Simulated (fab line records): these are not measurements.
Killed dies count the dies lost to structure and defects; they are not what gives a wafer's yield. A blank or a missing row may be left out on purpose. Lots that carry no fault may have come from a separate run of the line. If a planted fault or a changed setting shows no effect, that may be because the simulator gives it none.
fab line records	flow n5Finfet
record: lots: 5	wafers: 15	lastDay: 16
route steps=1938 shown BEOL_M8@1368 BEOL_M9@1401 BEOL_M15@1830
lots with no fault: from the same line, run without faults
startH: start of the lot's first displayed wafer, in hours after the record's first day	waitH: how many hours have passed since the lot's step before this one	" repeats the value in the row above	L1.1+2: several wafers, shown together as one row	- no value, or no start was given	* or withheld: withheld	< > ~ a bound
route shown NAME@n: NAME is a module with steps in the file, n the number in the route of the first one	usual: the fault-free wafers' mean and standard deviation	same: alike in all rows	chamber/n: place in a boat	sites: readings site by site	_std_site: standard deviation across them	_edge_site: the outer-site mean with the inner-site mean subtracted	radiusMm: how far each site lies from the wafer's centre	mask NAME#n: copy n	behind: the tool/chamber that last shaped the wafer	hold: what put the lot on hold/how long, in hours/how the hold closed	device: whichever transistor did not switch (one of n, p or np)	end of line: at the end of the route, the tests of the same wafers	where a step has no rows: the recipe by itself	killed: dies lost to structure and defects at the first sort, not the wafer's yield	map: a wafer's dies, x killed, . not, _ none there
set.NAME: the run value of the setting; set.NAME@STEP: its run value at that earlier step	model.NAME: the simulator's own value behind a step, which no gauge read
certain route steps with their lots: each step a table, each wafer a row
services: a tool's chamber out of use, with start hour (startH, from the record's first day; less than 0 if before it), hours out, and reason
== steps ==
step: N5_BEOL_M8_DESCUM_33
recipe: chemistry: O2	timeS: 7	sourcePowerW: 50	biasPowerW: 20	pressureMtorr: 20	rfFrequencyHz: 2.712e+07	tempC: 40	resist: CAR-EUV	o2FlowSccm: 225
step: N5_BEOL_M8_ETCH_72
recipe: chemistry: N2/H2	target: underlayer	targetDepthA: 65	maskMaterial: CAR-EUV	timeS: 5.2	ionEnergyEv: 200	pressureMtorr: 30	sourceW: 840	biasW: 150	n2FlowSccm: 200	h2FlowSccm: 200	ends: cleared
step: N5_BEOL_M8_ETCH_65
recipe: chemistry: CF4	target: SiARC	targetDepthA: 156	maskMaterial: CAR-EUV	timeS: 26	ionEnergyEv: 80	pressureMtorr: 40	sourceW: 545	biasW: 36	Ar_flow_sccm: 100	cf4FlowSccm: 100	ends: cleared
step: N5_BEOL_M8_ETCH_66
recipe: chemistry: N2/H2	target: SOC	targetDepthA: 800	overetchA: 160	maskMaterial: SiARC	tempC: 40	timeS: 120	ionEnergyEv: 200	pressureMtorr: 30	sourceW: 840	biasW: 150	n2FlowSccm: 200	h2FlowSccm: 200
step: N5_BEOL_M8_STRIP_69
recipe: chemistry: N2/H2	tempC: 40	n2FlowSccm: 200	h2FlowSccm: 200	rfFrequencyHz: 6e+07
step: N5_BEOL_M8_STRIP_73
recipe: chemistry: N2/H2	tempC: 40	n2FlowSccm: 200	h2FlowSccm: 200	rfFrequencyHz: 6e+07
step: N5_BEOL_M8_VIA_ETCH_34
recipe: chemistry: C4F6/O2	target: SiCOH_lowk	targetDepthA: 1255	maskMaterial: SOC	taperDeg: 4	timeS: 50.5	ionEnergyEv: 250	pressureMtorr: 30	sourceW: 345	biasW: 185	Ar_flow_sccm: 300	C4F6_flow_sccm: 10	O2_flow_sccm: 10
step: N5_BEOL_M8_STRIP_76
recipe: chemistry: C4F6/O2	resist: SiARC	rfFrequencyHz: 6e+07
step: N5_BEOL_M8_STRIP_36
recipe: chemistry: N2/H2	powerW: 450	tempC: 40	pressureMtorr: 20	rfFrequencyHz: 6e+07	overashFraction: 0.3	biasPowerW: 7	h2Frac: 0.5	n2FlowSccm: 200	h2FlowSccm: 200
step: N5_BEOL_M8_TRENCH_ETCH_37
recipe: chemistry: C4F6/O2	targetDepthA: 934.78	target: SiCOH_lowk	timeS: 31.2	ionEnergyEv: 250	pressureMtorr: 30	sourceW: 345	biasW: 185	Ar_flow_sccm: 300	C4F6_flow_sccm: 10	O2_flow_sccm: 10
usual: C4F6_flow_sccm: 10.00/0.033	drypumpMotorCurrentA: 6.0/0.53	mfcArSccm: 299.9/0.97	oes_f_703_au: 0.79/0.077	oes_o_777_au: 0.79/0.078	oesProductAu: 0.79/0.083	rfFwdPowerW: 340.1/1.5	rfVppV: 667/4.9	showerheadPlenumPTorr: 2.87/0.082	throttleValvePct: 20.96/0.3
lot.wafer	tool	chamber	startH	waitH	C4F6_flow_sccm	drypumpMotorCurrentA	mfcArSccm	oes_f_703_au	oes_o_777_au	oesProductAu	rfFwdPowerW	rfHoursCounterH	rfVppV	showerheadPlenumPTorr	throttleValvePct	model.BEOL_M8.featureDepthNm	model.etch.depthNm
L780.1	rieDiel-01	1	216.30	-	9.94	6.6	299.8	0.85	0.87	0.85	338.6	69	672	2.90	21.31	93.6	93.67
L780.2	"	3	"	"	9.95	5.1	298.7	0.72	0.73	0.71	340.9	229	656	2.71	20.99	92.6	92.57
L780.6	"	2	"	"	10.00	6.6	299.3	0.70	0.71	0.70	340.5	-	670	2.82	20.95	91.6	91.52
L786.1	rieDiel-01	0	260.99	-	10.00	5.5	301.2	1.08	1.04	0.89	426.7	81	598	2.88	21.30	102	102
L786.4	"	2	"	"	10.01	6.6	301.2	0.69	0.70	0.69	343.5	223	669	2.82	20.97	90.8	90.86
L786.5	"	2	"	"	9.97	6.6	300.8	0.70	0.71	0.68	342.7	-	668	2.82	20.96	92.2	92.15
L788.1	rieDiel-01	0	280.50	-	10.07	5.5	300.8	1.06	1.04	0.89	423.4	88	598	2.88	21.30	102.4	102.4
L788.2	"	1	"	"	10.00	6.6	299.9	0.83	0.83	0.82	338.1	95	669	2.88	21.36	93.2	93.24
L788.3	"	2	"	"	10.01	6.6	300.5	0.69	0.70	0.69	340.3	230	667	2.82	20.97	92.4	92.37
L791.3	rieDiel-01	2	283.89	-	9.97	6.6	299.4	0.69	0.69	0.68	340.7	231	668	2.82	20.97	91	90.91
L791.5	"	2	"	"	9.99	6.6	300.5	0.69	0.70	0.68	341.0	-	667	2.82	20.99	91.2	91.12
L791.6	"	0	"	"	10.00	5.4	298.0	1.06	1.02	0.87	425.0	-	600	2.88	21.31	101	100.9
L798.3	rieDiel-04	2	326.04	-	10.02	5.7	301.0	0.84	0.84	0.83	338.5	50	657	2.89	20.46	93.6	93.69
L798.4	"	1	"	"	10.05	5.7	299.6	0.75	0.73	0.73	338.5	-	666	2.82	21.25	93.6	93.63
L798.5	"	0	"	"	9.98	6.6	299.2	0.90	0.89	0.92	340.6	-	675	3.01	20.37	95.8	95.74
step: N5_BEOL_M8_ETCH_41
recipe: chemistry: CH3F/O2	target: SiCN	targetDepthA: 319	taperDeg: 2	timeS: 57.8	ionEnergyEv: 120	maskMaterial: TiN	pressureMtorr: 30	sourceW: 395	biasW: 75	Ar_flow_sccm: 150	CH3F_flow_sccm: 30	O2_flow_sccm: 20
step: N5_BEOL_M8_STRIP_80
recipe: chemistry: N2/H2	timeS: 10	powerW: 450	tempC: 40	pressureMtorr: 20	rfFrequencyHz: 6e+07	biasPowerW: 7	n2FlowSccm: 200	h2FlowSccm: 200
step: N5_BEOL_M8_OCD_MEAS_38
usual: trenchDepthNm: 92.9/1.2
lot.wafer	tool	chamber	startH	waitH	trenchDepthNm
L780.1	ocd-01	-	216.46	-	93.1
L780.2	"	-	"	"	92.7
L780.6	"	-	"	"	91.8
L786.1	ocd-01	-	261.15	-	102.1
L786.4	"	-	"	"	90.5
L786.5	"	-	"	"	91.9
L788.1	ocd-02	-	280.66	-	102.6
L788.2	"	-	"	"	92.9
L788.3	"	-	"	"	92.0
L791.3	ocd-02	-	284.05	-	90.8
L791.5	"	-	"	"	91.7
L791.6	"	-	"	"	100.6
L798.3	ocd-02	-	326.20	-	94.1
L798.4	"	-	"	"	93.5
L798.5	"	-	"	"	95.8
step: N5_BEOL_M8_HM_STRIP_39
recipe: chemistry: peroxideTinStrip	material: TiN	targetDepthA: 250	tempC: 50	timeS: 158
step: N5_BEOL_M8_SRD_40
recipe: timeS: 30	tempC: 23	rinseLiquid: diw	dry: ipaMarangoni
step: N5_BEOL_M8_PRECLEAN_42
recipe: chemistry: residueRemover	timeS: 60	tempC: 40
step: N5_BEOL_M8_SRD_43
recipe: timeS: 30	tempC: 23	rinseLiquid: diw	dry: ipaMarangoni
step: N5_BEOL_M8_CURE_75
recipe: tempC: 370	timeS: 120	ambient: DMADMS/He	material: SiCOH_lowk
step: N5_BEOL_M8_DEGAS_44
recipe: ambient: vacuum	tempC: 250	timeS: 60
step: N5_BEOL_M8_PRE_CLEAN_45
recipe: gas: H2/He	timeS: 30	tempC: 250
step: N5_BEOL_M8_ALD_77
recipe: material: TaN	targetThkA: 20	tempC: 275	aldPrecursorFamily: PDMAT	aldCoReactant: NH3	pressureTorr: 3	carrierFlowSccm: 1500	pulseTimeS: 2	purgeTimeS: 3	coReactantPurgeTimeS: 2	coReactantPulseTimeS: 3	aldCycles: 40	precursorVesselTempC: 75	precursorVesselPressureTorr: 26.25	precursorVesselCarrierSccm: 1000
step: N5_BEOL_M8_SURFACE_TREAT_79
recipe: gas: Ar	timeS: *	ionEnergyEv: *	ionCurrentMaCm2: 0.5	pressureMtorr: *	arFlowSccm: 30
step: N5_BEOL_M8_CVD_78
recipe: material: Co	targetThkA: 20	tempC: withheld	precursor: CCTBA/H2	pressureTorr: 30	timeS: 142.3
step: N5_BEOL_M8_SPUTTER_48
recipe: material: Cu	targetThkA: 100	tempC: -20	biasV: 60	powerW: 26000	chamberPressurePa: 0.13	timeS: 1.667
step: N5_BEOL_M8_ECD_50
recipe: material: Cu	targetThkA: 3000
step: N5_BEOL_M8_ANNEAL_51
recipe: tempC: 225	timeS: 90	ambient: N2
step: N5_BEOL_M8_CMP_52
recipe: stopOn: SiCOH_lowk	tOverpolishS: 6.9	downForcePsi: 1	platenRpm: 50	clearingPlatenDownForcePsi: 1.5	clearingPlatenRpm: 50	postCmpClean: cuAlkaline	targetThkNm: 80	clearingPlatenPadVelocityMS: 0.99484	padVelocityMS: 0.99484
usual: barrierFieldEndpointS: 29.0/0.62	clearingPlatenDownForcePsi: 1.500/0.0032	motorCurrentA: 6.3/0.58	overpolishRunS: 6.900/0.0079	padLifeWafers: 1002/730	timeToEndpointS: 63.3/2.8
lot.wafer	tool	chamber	startH	waitH	barrierFieldEndpointS	clearingPlatenDownForcePsi	motorCurrentA	overpolishRunS	padLifeWafers	timeToEndpointS	model.Cu_of_BEOL_M8_ECD_50.thkNm
L780.1	cmp-03	3	218.44	0.3	27.9	1.494	6.8	6.902	1873	61.6	81.4
L780.2	"	1	"	"	27.2	1.498	6.1	6.898	1875	59.9	81
L780.6	"	3	"	"	27.9	1.495	6.8	6.898	-	60.7	78.8
L786.1	cmp-03	3	266.22	0.3	29.2	1.498	6.7	6.894	187	64.7	88.2
L786.4	"	1	"	"	29.1	1.504	5.8	6.898	189	59.9	77.4
L786.5	"	2	"	"	29.0	1.495	6.2	6.879	-	63.7	78.4
L788.2	cmp-03	2	284.29	0.2	28.6	1.501	6.0	6.900	318	61.2	81.8
L788.3	"	3	"	"	28.3	1.500	6.5	6.893	319	62.0	81.2
L788.1	"	1	"	"	28.0	1.500	6.1	6.894	321	62.9	90.8
L791.3	cmp-04	3	287.21	0.2	28.6	1.502	6.5	6.900	1938	66.3	79.6
L791.6	"	3	"	"	30.2	1.504	6.6	6.894	-	70.0	89.4
L791.5	"	0	"	"	28.6	1.503	5.2	6.910	-	63.0	78.2
L798.3	cmp-03	0	329.16	0.2	29.4	1.503	6.1	6.903	727	66.8	80.6
L798.4	"	2	"	"	30.1	1.502	6.2	6.900	729	67.4	80.4
L798.5	"	0	"	"	29.7	1.501	6.0	6.897	-	65.4	84.6
step: N5_BEOL_M8_THK_MEAS_53
recipe: thkMeasGauge: xrf	reads: Cu_of_BEOL_M8_ECD_50
usual: M8_THK: 79.8/1.8
lot.wafer	tool	chamber	startH	waitH	M8_THK[nm]
L780.1	filmMetro-02	-	218.70	-	80.3
L780.2	"	-	"	"	80.3
L780.6	"	-	"	"	78.3
L786.1	filmMetro-02	-	266.48	-	87.7
L786.4	"	-	"	"	77.2
L786.5	"	-	"	"	78.3
L788.1	filmMetro-02	-	284.58	-	89.5
L788.2	"	-	"	"	80.5
L788.3	"	-	"	"	79.8
L791.3	filmMetro-01	-	287.51	-	80.1
L791.5	"	-	"	"	79.0
L791.6	"	-	"	"	89.9
L798.3	filmMetro-01	-	329.41	-	81.0
L798.4	"	-	"	"	81.4
L798.5	"	-	"	"	85.5
step: N5_BEOL_M8_PRE_CLEAN_55
recipe: gas: NH3	timeS: 15	tempC: withheld	rfPowerW: 300
step: N5_BEOL_M8_DEP_56
recipe: material: SiCN	targetThkA: 100	tempC: withheld	precursor: 3MS/NH3	pressureTorr: 3	rfW: 202	timeS: 17.5
step: N5_BEOL_M8_RS_MEAS_57
recipe: thkMeasGauge: four-point-probe	reads: Cu_of_BEOL_M8_ECD_50+Co_of_BEOL_M8_CVD_78+TaN_of_BEOL_M8_ALD_77
usual: M8_RS: 0.287/0.0069
lot.wafer	tool	chamber	startH	waitH	M8_RS[ohm/sq]
L780.1	filmMetro-01	-	218.83	0.1	0.280
L780.2	"	-	"	"	0.282
L780.6	"	-	"	"	0.292
L786.1	filmMetro-01	-	266.61	0.1	0.255
L786.4	"	-	"	"	0.298
L786.5	"	-	"	"	0.293
L788.1	filmMetro-02	-	284.72	0.1	0.247
L788.2	"	-	"	"	0.279
L788.3	"	-	"	"	0.281
L791.3	filmMetro-02	-	287.64	0.1	0.288
L791.5	"	-	"	"	0.294
L791.6	"	-	"	"	0.251
L798.3	filmMetro-01	-	329.54	0.1	0.283
L798.4	"	-	"	"	0.284
L798.5	"	-	"	"	0.268
step: N5_BEOL_M9_ILD_DEP_00
recipe: material: SiCOH_lowk	targetThkA: 3085.1	tempC: 300	precursor: DEMS/porogen	pressureTorr: 5	rfW: 500	timeS: 58
step: N5_BEOL_M9_CURE_71
recipe: tempC: 385	timeS: 240	ambient: He/Ar	material: SiCOH_lowk
step: N5_BEOL_M9_PECVD_70
recipe: material: SiO2	targetThkA: 200	tempC: 400	precursor: TEOS/O2	pressureTorr: 5.5	rfW: 450	teosFlowSccm: 53.8	gas: O2	flowSccm: 3000	timeS: 22.7
step: N5_BEOL_M9_HM_DEP_02
recipe: material: TiN	targetThkA: 200	tempC: 25	chamberPressurePa: 0.49996
step: N5_BEOL_M9_COAT_59
recipe: resist: SOC	tempC: 250	timeS: 60	spinRpm: 1500	resistThkNm: 100
step: N5_BEOL_M15_RC_MEAS_101
usual: COMB_M10: 1.49e-11/2.9e-12	COMB_M11: 1.52e-11/2.9e-12	COMB_M12: 7.4e-12/1.3e-12	COMB_M13: 5.4e-12/1e-12	COMB_M14: 4.2e-12/6.8e-13	COMB_M15: 3.2e-12/5.8e-13	COMB_M5: 3.7e-11/7.5e-12	COMB_M6: 2.7e-11/5.5e-12	COMB_M7: 2.6e-11/4.9e-12	COMB_M8: 2.6e-11/5.4e-12	COMB_M9: 1.5e-11/3.2e-12	SERP_M10: 3.09/0.062	SERP_M11: 3.05/0.072	SERP_M12: 0.636/0.015	SERP_M13: 0.308/0.0057	SERP_M14: 0.162/0.003	SERP_M5: 38.0/1.3	SERP_M6: 13.9/0.5	SERP_M7: 13.8/0.48	SERP_M8: 13.8/0.45	SERP_M8_max_site: 14.3/0.51	SERP_M9: 3.06/0.076
lot.wafer	tool	chamber	startH	waitH	COMB_M10[S/m]	COMB_M11[S/m]	COMB_M12[S/m]	COMB_M13[S/m]	COMB_M14[S/m]	COMB_M15[S/m]	COMB_M5[S/m]	COMB_M6[S/m]	COMB_M7[S/m]	COMB_M8[S/m]	COMB_M9[S/m]	SERP_M10[ohm/um]	SERP_M11[ohm/um]	SERP_M12[ohm/um]	SERP_M13[ohm/um]	SERP_M14[ohm/um]	SERP_M5[ohm/um]	SERP_M6[ohm/um]	SERP_M7[ohm/um]	SERP_M8[ohm/um]	SERP_M8_max_site[ohm/um]	SERP_M9[ohm/um]
L780.1	prober-01	0	262.18	0.0	1.73e-11	1.47e-11	9.7e-12	5.4e-12	3.5e-12	2.7e-12	3.5e-11	2.2e-11	2.8e-11	2.8e-11	2.2e-11	3.02	3.07	0.645	0.318	0.163	38.0	14.1	13.7	13.4	14.0	3.02
L780.2	"	0	"	"	1.48e-11	1.96e-11	6.7e-12	3.9e-12	4e-12	2.8e-12	4.6e-11	2.5e-11	1.7e-11	2.6e-11	1.5e-11	3.01	2.99	0.641	0.313	0.164	37.1	13.3	14.9	13.2	13.7	3.07
L780.6	"	0	"	"	1.79e-11	1.48e-11	7.9e-12	6.7e-12	4.7e-12	3.2e-12	3.7e-11	3.2e-11	2.6e-11	3.3e-11	1.9e-11	3.02	2.97	0.642	0.299	0.162	36.4	13.8	12.8	13.7	14.1	3.06
L786.1	prober-02	0	315.62	0.0	2.22e-11	1.51e-11	6.4e-12	5.8e-12	4.4e-12	4.1e-12	3.2e-11	2.4e-11	2e-11	2.4e-11	1.5e-11	3.09	2.99	0.628	0.309	0.157	36.2	13.4	13.8	12.7	13.2	3.10
L786.4	"	0	"	"	1.54e-11	1.31e-11	6.1e-12	4.6e-12	4e-12	2.9e-12	3.3e-11	2.6e-11	2.7e-11	2.8e-11	1.8e-11	3.15	3.04	0.631	0.303	0.160	39.4	14.1	13.7	14.7	15.3	3.05
L786.5	"	0	"	"	1.76e-11	1.35e-11	6.5e-12	5.5e-12	5e-12	2.6e-12	4.2e-11	2.5e-11	3e-11	2.2e-11	1.4e-11	3.13	3.07	0.630	0.311	0.166	35.4	13.6	13.5	14.4	14.9	3.04
L788.1	prober-01	0	337.00	0.0	1.15e-11	1.71e-11	7.1e-12	4.8e-12	3.8e-12	2.7e-12	3e-11	2.3e-11	2.7e-11	2.7e-11	1.5e-11	3.14	2.97	0.636	0.312	0.158	36.0	12.7	13.2	12.2	12.5	3.08
L788.2	"	0	"	"	1.62e-11	1.18e-11	6e-12	4.4e-12	3.9e-12	3.7e-12	3.1e-11	1.9e-11	2.9e-11	2.7e-11	1.5e-11	3.06	3.13	0.646	0.307	0.157	36.7	13.2	13.8	13.9	14.3	3.06
L788.3	"	0	"	"	1.27e-11	1.25e-11	7.5e-12	3.9e-12	3.4e-12	2.6e-12	3.3e-11	2.7e-11	3.2e-11	3e-11	1.9e-11	3.14	3.05	0.652	0.301	0.155	37.0	13.6	13.4	13.8	14.5	3.11
L791.3	prober-01	0	340.16	0.3	1.19e-11	1.83e-11	6.4e-12	5.8e-12	4.5e-12	2.9e-12	2.6e-11	2.3e-11	2.1e-11	2.2e-11	2.4e-11	3.09	3.07	0.626	0.307	0.165	39.1	14.6	12.7	13.8	14.6	3.09
L791.5	"	0	"	"	1.38e-11	1e-11	6.5e-12	5.4e-12	4.5e-12	3.6e-12	3.8e-11	2.3e-11	1.9e-11	3.2e-11	1.7e-11	3.06	3.16	0.634	0.309	0.163	35.5	13.7	14.0	14.2	14.7	3.10
L791.6	"	0	"	"	1.51e-11	1.45e-11	6.8e-12	3.7e-12	5e-12	2.5e-12	3.6e-11	2.2e-11	2.2e-11	3.1e-11	1.6e-11	3.11	3.00	0.661	0.316	0.165	38.5	13.6	13.7	12.1	12.6	3.19
L798.3	prober-01	0	376.53	0.3	1.28e-11	1.53e-11	6.5e-12	4.7e-12	4.7e-12	3.3e-12	3.8e-11	2.6e-11	2.7e-11	2.6e-11	1.6e-11	3.06	3.10	0.639	0.309	0.158	35.8	13.8	13.8	13.8	14.4	3.06
L798.4	"	0	"	"	1.16e-11	1.64e-11	1e-11	5.6e-12	4.3e-12	4.3e-12	3.3e-11	2.1e-11	2.4e-11	2.4e-11	1.2e-11	3.15	3.04	0.657	0.302	0.162	38.3	14.0	13.7	13.3	13.8	3.09
L798.5	"	0	"	"	1.21e-11	1.62e-11	7.8e-12	6.6e-12	4.5e-12	2.8e-12	3e-11	2.2e-11	2.2e-11	2.3e-11	1.4e-11	3.02	3.06	0.638	0.312	0.161	38.0	13.0	14.1	13.2	13.7	3.13
sites SERP_M8 radiusMm=0,75,75,75,75,140,140,140,140
L780.1 14.0 13.6 13.7 13.4 13.6 12.5 13.2 12.2 12.9
L786.1 13.2 13.0 12.3 12.7 12.9 12.4 12.1 11.8 12.9
L788.1 12.0 12.4 12.5 12.2 12.4 11.8 12.2 12.2 12.1
L791.3 14.6 13.8 14.6 14.0 14.3 13.1 13.2 13.0 13.3
L798.3 14.1 13.8 13.9 14.4 13.4 13.6 13.0 14.1 13.1
== services ==
tool	chamber	startH	hours	kind
cmp-03	-	195.42	1.8	repair
cmp-04	-	209.28	0.9	repair
rieDiel-04	2	210.03	5.3	repair
rieDiel-04	1	217.31	5.0	repair
rieDiel-01	3	221.31	4.5	repair
rieDiel-04	0	226.04	-	clean
cmp-03	-	238.32	4.0	pm
rieDiel-01	2	240.16	6.1	repair
cmp-03	-	242.32	-	consumableReplace:conditioner
cmp-03	-	242.32	-	consumableReplace:pad
cmp-04	-	260.31	1.5	repair
rieDiel-04	1	265.61	2.8	repair
rieDiel-04	1	270.86	4.3	repair
rieDiel-01	3	279.36	-	clean
rieDiel-01	3	279.36	-	consumableReplace:focusRing
rieDiel-01	3	279.36	-	consumableReplace:showerhead
rieDiel-01	3	279.36	15.2	scheduledDown
rieDiel-01	3	279.36	15.2	ventCycle
rieDiel-04	3	283.85	4.2	repair
rieDiel-01	1	284.52	2.1	repair
rieDiel-04	2	298.45	3.9	repair
rieDiel-01	3	303.05	3.8	repair
cmp-04	-	305.17	4.0	pm
cmp-03	-	305.80	0.5	repair
== key ==
firstSign: step: N5_BEOL_M8_TRENCH_ETCH_37	reading: rfFwdPowerW	direction: up	sigmas: 58	usual: *	struck: *
effect: step: N5_BEOL_M8_TRENCH_ETCH_37	reading: rfVppV	direction: down	sigmas: 14	usual: 667	struck: 599
effect: step: N5_BEOL_M8_OCD_MEAS_38	reading: trenchDepthNm	direction: up	sigmas: 7.2	usual: 92.9	struck: 101.8
effect: step: N5_BEOL_M8_THK_MEAS_53	reading: M8_THK	direction: up	sigmas: 5.3	usual: 79.8	struck: 89.0
effect: step: N5_BEOL_M8_RS_MEAS_57	reading: M8_RS	direction: down	sigmas: 5.2	usual: 0.287	struck: 0.251
effect: step: N5_BEOL_M15_RC_MEAS_101	reading: SERP_M8	direction: down	sigmas: 3.3	usual: 13.8	struck: 12.3
modelEffect: step: N5_BEOL_M8_TRENCH_ETCH_37	value: BEOL_M8.featureDepthNm	without: 93.6	struck: 101.8
modelEffect: step: N5_BEOL_M8_CMP_52	value: Cu_of_BEOL_M8_ECD_50.thkNm	without: 81.27	struck: 89.47
metAt N5_BEOL_M8_TRENCH_ETCH_37
struckWafers L786.1,L788.1,L791.6
fault: kind: processParameterDrift	tool: rieDiel-01	chamber: 0	onsetH: 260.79	steps: N5_BEOL_M8_TRENCH_ETCH_37	channel: sourceW	offset: 82.8	shape: step	endH: 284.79	actsIn: theseRecipesOnly	stated: 345
